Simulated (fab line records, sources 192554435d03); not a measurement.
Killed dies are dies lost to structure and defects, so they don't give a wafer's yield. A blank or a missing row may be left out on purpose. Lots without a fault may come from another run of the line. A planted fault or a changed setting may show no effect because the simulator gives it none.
A struck lot beside a sound one | flow n5_finfet | 38 steps out of a route of 1938
Sound: wafers L760.1, L760.3, L760.4. Struck: wafers L774.2, L774.3. (L774.1 of the same lot was not struck and is left out.) The cause comes at the end.
At each step with rows: each side's tool, then ch and its chambers, then its first start. Under that, the readings that differ: sound wafers | struck wafers | difference of the means | sigmas: that difference in standard deviations of wafers without a fault.
alike: readings whose means differ by less than 2 such deviations, and words and numbers that are the same on both sides. not compared: withheld readings, readings that some wafer has no value for, bounds like >300 that may hide the same value, and numbers for which the record gives no deviation and whose values overlap.
The two part at a step that has a row with sigmas, a row that says differs or no value, or rows on one side only. Numbers that don't overlap but have no deviation are shown without sigmas and don't part them. A reading that every wafer of one side lacks parts them only if that side has two wafers or more.

first, 11 steps without rows for these wafers: N5_FIN_SAQP_STRIP_74 (strips in CHF3/O2); N5_FIN_SAQP_MANDREL_ETCH_22 (etches a-Si in HBr/Cl2, stops on SiNx, target depth 60 nm, bt time 10 s, time 30 s); N5_FIN_SAQP_STRIP_55 (strips in N2/H2); N5_FIN_SAQP_STRIP_23 (strips in SPM, time 750 s); N5_FIN_SAQP_SRD_66 (time 30 s); N5_FIN_SAQP_RECESS_75 (chemistry HF/NH3, target SiO2, target depth 14.4 nm, afs cycles 3, sublimation time 60 s); N5_FIN_SAQP_SPACER1_ALD_24 (deposits SiO2, target thk 20.3 nm, pulse time 1 s, purge time 2 s); N5_FIN_SAQP_SPACER1_ETCHBACK_25 (etches SiO2 in CHF3/O2, target depth 24.4 nm, time 12.2 s); N5_FIN_SAQP_MANDREL1_REMOVE_56 (chemistry HBr/Cl2/O2, target a-Si, stops on SiNx, bt time 10 s); N5_FIN_SAQP_ETCH_57 (etches SiNx in CH3F/O2, target depth 32.5 nm, time 46.4 s); N5_FIN_SAQP_ETCH_65 (etches SiO2 in CF4, target depth 4 nm, time 4.4 s).
N5_FIN_SAQP_MANDREL_ETCH_58: etches a-Si in HBr/Cl2, stops on SiNx, target depth 45 nm, bt time 10 s, time 27 s.
  sound on rie_si-05 ch 0,1,3, day 3 19:08; struck on rie_si-04 ch 0,2, day 7 07:35
  reading                  | sound             | struck      | difference | sigmas
  oes_product_au (a.u.)    | 0.706 0.719 0.707 | 0.674 0.663 | -0.042     | -4
  model.etch.depth_nm (nm) | 44.43 44.51 44.65 | 40.7 41.02  | -3.7       |
  alike: drypump_motor_current_A, he_backside_leak_sccm, rf_fwd_power_W, throttle_valve_pct
  not compared: rf_hours_counter_h
then, 2 steps without rows for these wafers: N5_FIN_SAQP_RECESS_63 (chemistry HF/NH3, target SiO2, target depth 18 nm, afs cycles 3, sublimation time 60 s); N5_FIN_SAQP_COAT_68 (time 60 s, resist thk 100 nm).
N5_FIN_SAQP_ETCH_69: etches SOC in N2/H2, stops on SiNx, target depth 150 nm.
  sound on rie_diel-04 ch 0,2, day 3 19:40; struck on rie_diel-01 ch 0,1, day 7 08:07
  reading               | sound          | struck    | difference | sigmas
  oes_product_au (a.u.) | 0.70 0.74 0.69 | 0.33 0.28 | -0.40      | -6
  alike: drypump_motor_current_A, rf_fwd_power_W, rf_vpp_V, showerhead_plenum_p_Torr, throttle_valve_pct
  not compared: rf_hours_counter_h
then, 3 steps without rows for these wafers: N5_FIN_SAQP_STRIP_70 (strips in N2/H2); N5_FIN_SAQP_RECESS_71 (chemistry HF/NH3, target SiO2, target depth 3 nm, afs cycles 1, sublimation time 60 s); N5_FIN_SAQP_SPACER2_ALD_28 (deposits SiO2, target thk 8.1 nm, pulse time 1 s, purge time 2 s).
N5_FIN_SAQP_SPACER2_ETCHBACK_29: etches SiO2 in CHF3/O2, target depth 12.2 nm, time 6.1 s.
  sound on rie_diel-04 ch 2,3, day 3 20:22; struck on rie_diel-04 ch 0,2, day 7 08:59
  reading               | sound          | struck    | difference | sigmas
  oes_product_au (a.u.) | 0.67 0.74 0.73 | 0.26 0.27 | -0.45      | -5
  alike: CHF3_flow_sccm, drypump_motor_current_A, rf_fwd_power_W, rf_vpp_V, showerhead_plenum_p_Torr, throttle_valve_pct
  not compared: rf_hours_counter_h
then, 9 steps without rows for these wafers: N5_FIN_SAQP_MANDREL2_REMOVE_60 (chemistry HBr/Cl2/O2, target a-Si, stops on SiNx, bt time 10 s); N5_FIN_SAQP_HM_OPEN_33 (chemistry CH3F/O2, target SiNx, target depth 49.4 nm, time 70.6 s); N5_FIN_SAQP_ETCH_34 (etches SiO2 in C4F6/O2, target depth 45 nm, time 15 s); N5_FIN_SAQP_STRIP_77 (strips in N2/H2, time 90 s); N5_FIN_SAQP_ETCH_64 (etches SiO2 in CF4, target depth 1.5 nm); N5_FIN_SAQP_FIN_ETCH_36 (etches the open film in HBr/Cl2/O2, target depth 120 nm, time 50.4 s); N5_FIN_SAQP_PRECLEAN_38 (cleans in O3/DIW, time 45 s); N5_FIN_SAQP_PRECLEAN_45 (cleans in dHF, time 10 s); N5_FIN_SAQP_SRD_39 (time 30 s).
N5_FIN_SAQP_INSPECT_40: inspects for defects (brightfield).
  sound on defect_inspect-01, day 3 21:08; struck on defect_inspect-01, day 7 09:49
  reading          | sound       | struck    | difference | sigmas
  raw_defect_count | 191 234 245 | 1919 2015 | +1744      | +21
then, 7 steps without rows for these wafers: N5_FIN_CUT_COAT_18 (time 60 s, resist thk 230 nm); N5_FIN_CUT_COAT_19 (time 60 s, resist thk 20 nm); N5_FIN_CUT_COAT_29 (time 60 s, resist thk 10 nm); N5_FIN_CUT_COAT_02 (resist thk 30 nm); N5_FIN_CUT_EBR_04; N5_FIN_CUT_SOFTBAKE_03 (time 60 s); N5_FIN_CUT_EXPOSE_05 (exposes mask FIN CUT).
N5_BEOL_M4_RC_MEAS_101:
  the record has rows for the sound wafers here (prober-01 ch 0, day 10 17:01) and none for the struck ones
-- the record jumps here: 13 days lie between the struck wafers' starts before and after (it left off in module BEOL_M4 and takes up again in module PASSIVATION, whose first step shown is number 1936 of the route) --
N5_PASSIVATION_PROBE_49:
  the record has rows for the struck wafers here (prober-02, day 19 23:16) and none for the sound ones

WHERE THEY PART
First at N5_FIN_SAQP_MANDREL_ETCH_58; last, within this record, at N5_PASSIVATION_PROBE_49.

WHY: what the simulator had put in
Process parameter drift: rie_si-04, from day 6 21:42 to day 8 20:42, at N5_FIN_SAQP_MANDREL_ETCH_58. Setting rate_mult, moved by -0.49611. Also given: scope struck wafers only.
